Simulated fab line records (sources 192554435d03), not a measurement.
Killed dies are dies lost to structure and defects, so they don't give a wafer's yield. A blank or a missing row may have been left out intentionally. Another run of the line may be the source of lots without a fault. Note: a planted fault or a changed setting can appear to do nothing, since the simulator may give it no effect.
Which tool was responsible? + flow n5_finfet + Sampling: 8 lots, 24 wafers, 6 of 1938 route steps

## WHAT THE GAUGES READ, wafer by wafer
N5_MOL_CONTACT_COAG_INSPECT_42: inspects for defects (brightfield). Usual: raw_defect_count at 192, with a standard deviation of 48.
| lot  | measured     | on                | raw_defect_count | flag |
|------|--------------|-------------------|------------------|------|
| L587 | day 5 20:43  | defect_inspect-01 | 276 186 190      |      |
| L588 | day 6 00:23  | defect_inspect-02 | 169 145 151      |      |
| L589 | day 6 06:23  | defect_inspect-01 | 218 189 268      |      |
| L595 | day 7 20:02  | defect_inspect-01 | 206 181 91       |      |
| L598 | day 8 12:33  | defect_inspect-02 | 188 168 1466     | OFF  |
| L599 | day 8 17:22  | defect_inspect-01 | 291 178 221      |      |
| L602 | day 9 09:34  | defect_inspect-02 | 155 247 257      |      |
| L606 | day 10 13:05 | defect_inspect-01 | 145 176 137      |      |

N5_BEOL_M4_RC_MEAS_101. Usual: DIBL_N 36.0 mV/V, standard deviation 1.8; DIBL_P 36.3 mV/V, standard deviation 2.4; IOFF_N 0.16 nA/um, standard deviation 0.035; IOFF_P 0.21 nA/um, standard deviation 0.036; ION_N 673 uA/um, standard deviation 13; ION_P 461 uA/um, standard deviation 7.2; SS_N 71.4 mV/dec, standard deviation 0.6; SS_P 73.2 mV/dec, standard deviation 0.7; VT_N 250 mV, standard deviation 4; VT_P -250.9 mV, standard deviation 2.9.
| lot  | measured     | on        | DIBL_N (mV/V)  | DIBL_P (mV/V)  | IOFF_N (nA/um) | IOFF_P (nA/um) | ION_N (uA/um) | ION_P (uA/um) | SS_N (mV/dec)  | SS_P (mV/dec)  | VT_N (mV)   | VT_P (mV)            | flag |
|------|--------------|-----------|----------------|----------------|----------------|----------------|---------------|---------------|----------------|----------------|-------------|----------------------|------|
| L587 | day 8 23:30  | prober-01 | 36.3 35.8 38.5 | 37.4 37.5 40.0 | 0.17 0.16 0.23 | 0.21 0.22 0.26 | 683 672 702   | 462 468 475   | 71.5 70.7 71.8 | 73.8 72.9 73.9 | 248 250 245 | -249.2 -247.8 -246.1 |      |
| L588 | day 9 03:07  | prober-02 | 34.3 34.0 32.7 | 33.5 32.9 30.7 | 0.16 0.14 0.12 | 0.21 0.19 0.16 | 678 670 653   | 463 459 461   | 70.8 71.3 71.3 | 73.2 72.7 72.2 | 246 250 252 | -247.1 -249.6 -251.3 |      |
| L589 | day 9 10:52  | prober-02 | 33.9 37.5 35.4 | 34.9 37.1 36.2 | 0.13 0.19 0.15 | 0.17 0.20 0.19 | 674 668 678   | 461 455 470   | 70.4 72.0 71.5 | 73.2 73.4 73.2 | 254 248 249 | -250.4 -251.0 -250.7 |      |
| L595 | day 11 04:19 | prober-02 | 36.3 34.5 36.6 | 37.7 34.6 37.1 | 0.18 0.15 0.19 | 0.22 0.18 0.21 | 682 671 683   | 457 456 464   | 71.2 70.8 71.7 | 74.1 72.5 73.6 | 248 248 244 | -251.5 -252.5 -253.3 |      |
| L598 | day 11 10:07 | prober-01 | 35.5 33.3 35.3 | 34.8 33.1 34.6 | 0.15 0.12 0.15 | 0.20 0.18 0.19 | 685 669 677   | 470 456 462   | 71.1 70.8 70.9 | 72.8 72.4 72.5 | 250 252 251 | -249.7 -249.3 -251.7 |      |
| L599 | day 11 10:08 | prober-02 | 35.4 36.7 34.1 | 34.5 35.9 33.8 | 0.16 0.19 0.14 | 0.22 0.23 0.20 | 674 676 674   | 466 461 462   | 71.8 71.8 71.0 | 73.3 73.2 72.8 | 249 248 249 | -246.7 -249.6 -249.5 |      |
| L602 | day 12 16:12 | prober-02 | 35.5 34.0 36.1 | 37.7 35.7 37.6 | 0.18 0.14 0.17 | 0.22 0.19 0.23 | 683 682 680   | 467 469 457   | 70.6 71.1 71.8 | 73.8 72.9 73.7 | 247 251 247 | -248.6 -251.5 -248.3 |      |
| L606 | day 14 04:22 | prober-01 | 36.3 36.6 35.2 | 34.9 36.3 33.6 | 0.15 0.15 0.13 | 0.20 0.22 0.17 | 679 671 661   | 465 459 450   | 71.5 70.9 71.0 | 73.1 73.6 71.9 | 246 249 250 | -251.2 -251.9 -253.3 |      |

## WHICH TOOL RAN EACH LOT (tool, then ch and the chambers of the sampled wafers, then the start)
| lot  | N5_MOL_CONTACT_COAG_ETCH_89       | N5_MOL_CONTACT_COAG_ETCH_90       | N5_MOL_CONTACT_COAG_ETCHBACK_135   | N5_MOL_CONTACT_COAG_PRECLEAN_144    |
|------|-----------------------------------|-----------------------------------|------------------------------------|-------------------------------------|
| L587 | rie_diel-01 ch 1,2, day 5 19:26   | rie_diel-01 ch 1,2, day 5 19:28   | rie_diel-06 ch 2,3, day 5 19:57    | wet_bench-03 ch 3,6,7, day 5 20:16  |
| L588 | rie_diel-05 ch 0,1,2, day 5 21:46 | rie_diel-05 ch 0,1,2, day 5 21:47 | rie_diel-06 ch 0,2,3, day 5 23:35  | wet_bench-03 ch 2,6,7, day 5 23:53  |
| L589 | rie_diel-05 ch 1,2,3, day 6 04:46 | rie_diel-05 ch 1,2,3, day 6 04:47 | rie_diel-06 ch 0,1,2, day 6 05:29  | wet_bench-03 ch 0,1,7, day 6 05:47  |
| L595 | rie_diel-06 ch 0,2, day 7 18:17   | rie_diel-06 ch 0,2, day 7 18:18   | rie_diel-06 ch 0,3, day 7 18:57    | wet_bench-02 ch 0,2,5, day 7 19:26  |
| L598 | rie_diel-01 ch 1,3, day 8 11:03   | rie_diel-01 ch 1,3, day 8 11:04   | rie_diel-05 ch 0,3, day 8 11:47    | wet_bench-03 ch 1,5,6, day 8 12:05  |
| L599 | rie_diel-06 ch 0,2,3, day 8 15:38 | rie_diel-06 ch 0,2,3, day 8 15:40 | rie_diel-06 ch 0,1, day 8 16:36    | wet_bench-02 ch 1,5,6, day 8 16:55  |
| L602 | rie_diel-06 ch 1,3, day 9 08:20   | rie_diel-06 ch 1,3, day 9 08:22   | rie_diel-06 ch 0,3, day 9 08:44    | wet_bench-02 ch 0,1,7, day 9 09:06  |
| L606 | rie_diel-01 ch 0,3, day 10 11:46  | rie_diel-01 ch 0,3, day 10 11:47  | rie_diel-01 ch 1,2,3, day 10 12:18 | wet_bench-02 ch 0,5,6, day 10 12:36 |
- N5_MOL_CONTACT_COAG_ETCH_89: etches underlayer in N2/H2, target depth 13 nm, time 10.4 s.
- N5_MOL_CONTACT_COAG_ETCH_90: etches SiARC in CF4, target depth 13 nm, time 21.7 s.
- N5_MOL_CONTACT_COAG_ETCHBACK_135: etches SiO2 in CHF3, target depth 25 nm, time 16.7 s.
- N5_MOL_CONTACT_COAG_PRECLEAN_144: cleans in alkaline clean, time 60 s.

## WHAT THE TOOLS THEMSELVES READ (means of the sampled wafers that have a number; where no wafer has one, the mark that the record gives instead)
N5_MOL_CONTACT_COAG_ETCH_89. Usual: drypump_motor_current_A 5.5 A, standard deviation 0.57; etch_rf_on_time_s 10.40 s, standard deviation 0.23; oes_product_au 0.65 a.u., standard deviation 0.069; rf_vpp_V 522.8 V, standard deviation 2.2; showerhead_plenum_p_Torr 2.51 Torr, standard deviation 0.069; throttle_valve_pct 17.90 %, standard deviation 0.3.
| lot  | tool        | drypump_motor_current_A (A) | etch_rf_on_time_s (s) | oes_product_au (a.u.) | rf_vpp_V (V) | showerhead_plenum_p_Torr (Torr) | throttle_valve_pct (%) | flag |
|------|-------------|-----------------------------|-----------------------|-----------------------|--------------|---------------------------------|------------------------|------|
| L587 | rie_diel-01 | 6.0                         | 10.16                 | 0.72                  | 524.1        | 2.57                            | 17.42                  |      |
| L588 | rie_diel-05 | 5.8                         | 10.39                 | 0.65                  | 523.7        | 2.54                            | 17.76                  |      |
| L589 | rie_diel-05 | 5.8                         | 10.63                 | 0.60                  | 525.8        | 2.58                            | 17.98                  |      |
| L595 | rie_diel-06 | 5.9                         | 10.23                 | 0.64                  | 522.5        | 2.50                            | 17.83                  |      |
| L598 | rie_diel-01 | 5.2                         | 10.69                 | 0.59                  | 523.5        | 2.53                            | 18.02                  |      |
| L599 | rie_diel-06 | 5.9                         | 10.39                 | 0.60                  | 520.9        | 2.45                            | 18.03                  |      |
| L602 | rie_diel-06 | 5.2                         | 10.55                 | 0.60                  | 519.6        | 2.43                            | 18.28                  |      |
| L606 | rie_diel-01 | 5.0                         | 10.52                 | 0.71                  | 522.0        | 2.47                            | 17.87                  |      |

N5_MOL_CONTACT_COAG_ETCH_90. Usual: drypump_motor_current_A 5.5 A, standard deviation 0.57; etch_rf_on_time_s 21.7 s, standard deviation 0.47; oes_product_au 0.65 a.u., standard deviation 0.069; rf_vpp_V 183.7 V, standard deviation 1; showerhead_plenum_p_Torr 2.11 Torr, standard deviation 0.058; throttle_valve_pct 15.65 %, standard deviation 0.25.
| lot  | tool        | drypump_motor_current_A (A) | etch_rf_on_time_s (s) | oes_product_au (a.u.) | rf_vpp_V (V) | showerhead_plenum_p_Torr (Torr) | throttle_valve_pct (%) | flag |
|------|-------------|-----------------------------|-----------------------|-----------------------|--------------|---------------------------------|------------------------|------|
| L587 | rie_diel-01 | 6.0                         | 21.2                  | 0.72                  | 184.6        | 2.17                            | 15.29                  |      |
| L588 | rie_diel-05 | 5.8                         | 21.8                  | 0.65                  | 182.9        | 2.14                            | 15.49                  |      |
| L589 | rie_diel-05 | 5.7                         | 22.1                  | 0.60                  | 184.4        | 2.17                            | 15.73                  |      |
| L595 | rie_diel-06 | 5.9                         | 21.4                  | 0.64                  | 184.0        | 2.11                            | 15.68                  |      |
| L598 | rie_diel-01 | 5.2                         | 22.3                  | 0.59                  | 183.8        | 2.11                            | 15.67                  |      |
| L599 | rie_diel-06 | 5.9                         | 21.9                  | 0.60                  | 183.6        | 2.07                            | 15.75                  |      |
| L602 | rie_diel-06 | 5.2                         | 21.8                  | 0.60                  | 182.4        | 2.04                            | 15.91                  |      |
| L606 | rie_diel-01 | 5.0                         | 22.0                  | 0.72                  | 183.3        | 2.08                            | 15.55                  |      |

N5_MOL_CONTACT_COAG_ETCHBACK_135. Usual: drypump_motor_current_A 5.7 A, standard deviation 0.55; oes_product_au 0.76 a.u., standard deviation 0.082; rf_vpp_V 526 V, standard deviation 6.6; showerhead_plenum_p_Torr 2.36 Torr, standard deviation 0.066; throttle_valve_pct 18.76 %, standard deviation 0.26.
| lot  | tool        | drypump_motor_current_A (A) | oes_product_au (a.u.) | rf_vpp_V (V) | showerhead_plenum_p_Torr (Torr) | throttle_valve_pct (%) | flag |
|------|-------------|-----------------------------|-----------------------|--------------|---------------------------------|------------------------|------|
| L587 | rie_diel-06 | 5.9                         | 0.69                  | 528          | 2.28                            | 18.87                  |      |
| L588 | rie_diel-06 | 5.9                         | 0.73                  | 526          | 2.32                            | 18.83                  |      |
| L589 | rie_diel-06 | 5.7                         | 0.75                  | 520          | 2.33                            | 18.87                  |      |
| L595 | rie_diel-06 | 5.5                         | 0.72                  | 529          | 2.31                            | 18.94                  |      |
| L598 | rie_diel-05 | 6.1                         | 0.83                  | 522          | 2.37                            | 18.63                  |      |
| L599 | rie_diel-06 | 5.1                         | 0.75                  | 518          | 2.34                            | 19.03                  |      |
| L602 | rie_diel-06 | 5.6                         | 0.74                  | 526          | 2.36                            | 18.91                  |      |
| L606 | rie_diel-01 | 5.6                         | 0.83                  | 528          | 2.37                            | 18.50                  |      |

N5_MOL_CONTACT_COAG_PRECLEAN_144. Usual: bath_guard_temp_C at 59.9 C, with a standard deviation of 0.6.
| lot  | tool         | bath_guard_temp_C (C) | flag |
|------|--------------|-----------------------|------|
| L587 | wet_bench-03 | 59.7                  |      |
| L588 | wet_bench-03 | 59.7                  |      |
| L589 | wet_bench-03 | 60.2                  |      |
| L595 | wet_bench-02 | 60.2                  |      |
| L598 | wet_bench-03 | 60.8                  |      |
| L599 | wet_bench-02 | 59.8                  |      |
| L602 | wet_bench-02 | 59.7                  |      |
| L606 | wet_bench-02 | 60.1                  |      |

## THE ANSWER, worked out from the rows above alone
Rule: a lot is off if the mean of its wafers that have a number lies more than 3 standard deviations from the usual mean. A lot without any number at a reading at which 4 lots or more have one is off too. Any other lot the step has rows for is counted as sound. First the gauges in route order, then the tools' own readings, where a lot's mean is used as printed above. The first step at which some lot is off is used, and at that step the reading that is off furthest; a lot without a number counts as furthest.
Off, at N5_MOL_CONTACT_COAG_INSPECT_42 on raw_defect_count: L598.
If a tool, at a process step before that reading, ran all the lots that are off and no sound lot after the first of them, it fits. Those tools and the gauges at N5_MOL_CONTACT_COAG_INSPECT_42 are tried in the same way. 2 tools fit, rie_diel-05 at N5_MOL_CONTACT_COAG_ETCHBACK_135 and wet_bench-03 at N5_MOL_CONTACT_COAG_PRECLEAN_144, so this cannot tell which one it is.

## WHAT HAD BEEN PUT IN BY THE SIMULATOR
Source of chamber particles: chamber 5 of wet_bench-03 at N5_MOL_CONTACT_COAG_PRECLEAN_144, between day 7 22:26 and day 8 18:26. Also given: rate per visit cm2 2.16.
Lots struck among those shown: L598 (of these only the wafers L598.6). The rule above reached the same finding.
